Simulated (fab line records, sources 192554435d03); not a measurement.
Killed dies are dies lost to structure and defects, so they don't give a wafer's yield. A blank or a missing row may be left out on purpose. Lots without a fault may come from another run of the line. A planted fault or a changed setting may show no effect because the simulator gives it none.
A struck lot beside a sound one | flow n5_finfet | 15 steps out of a route of 1938
Sound: wafers L628.1, L628.4, L628.5. Struck: wafer L635.1. (L635.2, L635.5 of the same lot were not struck and are left out.) The cause comes at the end.
At each step with rows: each side's tool, then ch and its chambers, then its first start. Under that, the readings that differ: sound wafers | struck wafers | difference of the means | sigmas: that difference in standard deviations of wafers without a fault.
alike: readings whose means differ by less than 2 such deviations, and words and numbers that are the same on both sides. not compared: withheld readings, readings that some wafer has no value for, bounds like >300 that may hide the same value, and numbers for which the record gives no deviation and whose values overlap.
The two part at a step that has a row with sigmas, a row that says differs or no value, or rows on one side only. Numbers that don't overlap but have no deviation are shown without sigmas and don't part them. A reading that every wafer of one side lacks parts them only if that side has two wafers or more.

first, 6 steps without rows for these wafers: N5_BEOL_M6_COAT_22 (resist thk 30 nm); N5_BEOL_M6_EBR_24; N5_BEOL_M6_SOFTBAKE_23 (time 60 s); N5_BEOL_M6_EXPOSE_25 (exposes mask V5, target cd 40 nm); N5_BEOL_M6_PEB_26 (peb time 60 s); N5_BEOL_M6_DEVELOP_27 (develop time 30 s).
N5_BEOL_M6_CD_MEAS_28: target cd 40 nm.
  sound on cd_sem-01 ch 0, day 11 20:01; struck on cd_sem-02 ch 0, day 13 17:47
  alike: cd_nm
N5_BEOL_M6_OVL_MEAS_29:
  sound on overlay-02 ch 0, day 11 20:03; struck on overlay-02 ch 0, day 13 17:49
  alike: V5_OVL
N5_BEOL_M6_INSPECT_30: inspects for defects (brightfield).
  sound on defect_inspect-02, day 11 20:06; struck on defect_inspect-02, day 13 17:53
  alike: raw_defect_count
N5_BEOL_M6_DESCUM_33: chemistry O2, time 7 s.
  sound on rie_diel-01 ch 1,2, day 11 20:10; struck on rie_diel-05 ch 2, day 13 18:30
  alike: drypump_motor_current_A, oes_product_au, rf_vpp_V, showerhead_plenum_p_Torr, throttle_valve_pct
  not compared: rf_hours_counter_h
N5_BEOL_M6_ETCH_72: etches underlayer in N2/H2, target depth 6.5 nm, time 5.2 s.
  sound on rie_diel-01 ch 1,2, day 11 20:13; struck on rie_diel-05 ch 2, day 13 18:32
  reading    | sound             | struck | difference | sigmas
  bias_w (W) | 150.7 150.4 150.7 | 149.6  | -1.0       | -2
  alike: drypump_motor_current_A, etch_rf_on_time_s, oes_product_au, rf_vpp_V, showerhead_plenum_p_Torr, throttle_valve_pct
  not compared: rf_hours_counter_h
N5_BEOL_M6_ETCH_65: etches SiARC in CF4, target depth 15.6 nm, time 26 s.
  sound on rie_diel-01 ch 1,2, day 11 20:13; struck on rie_diel-05 ch 2, day 13 18:33
  reading    | sound             | struck | difference | sigmas
  bias_w (W) | 35.86 35.83 35.75 | 36.22  | +0.41      | +4
  alike: drypump_motor_current_A, etch_rf_on_time_s, oes_product_au, rf_vpp_V, showerhead_plenum_p_Torr, throttle_valve_pct
  not compared: rf_hours_counter_h
N5_BEOL_M6_ETCH_66: etches SOC in N2/H2, target depth 80 nm, overetch 16 nm, time 120 s.
  sound on rie_diel-01 ch 1,2, day 11 20:15; struck on rie_diel-05 ch 2, day 13 18:35
  reading      | sound             | struck | difference | sigmas
  bias_w (W)   | 150.2 149.6 149.6 | 158.0  | +8.2       | +20
  rf_vpp_V (V) | 526.4 524.8 524.9 | 542.9  | +17.5      | +8
  alike: drypump_motor_current_A, oes_product_au, showerhead_plenum_p_Torr, throttle_valve_pct
  not compared: rf_hours_counter_h
then, 1 step without rows for these wafers: N5_BEOL_M6_STRIP_69 (strips in N2/H2).
-- the record jumps here: 4 days lie between the struck wafers' starts before and after (it left off in module BEOL_M6 and takes up again in module PASSIVATION, whose first step shown is number 1936 of the route) --
N5_PASSIVATION_PROBE_49:
  sound on prober-01, day 15 06:24; struck on prober-02, day 17 14:58
  alike: defect_limited_yield, killed_at_M0_to_M3, killed_at_M4_up, killed_at_contacts, killed_at_front_end, killed_at_other, killed_dies, killed_open, killed_short, sort_bin_5_function, sort_bin_6_memory, sort_bin_8_speed, sort_n_pass

WHERE THEY PART
First at N5_BEOL_M6_ETCH_72; last, within this record, at N5_BEOL_M6_ETCH_66. Later steps at which nothing parts them and some readings are alike: N5_PASSIVATION_PROBE_49.

WHY: what the simulator had put in
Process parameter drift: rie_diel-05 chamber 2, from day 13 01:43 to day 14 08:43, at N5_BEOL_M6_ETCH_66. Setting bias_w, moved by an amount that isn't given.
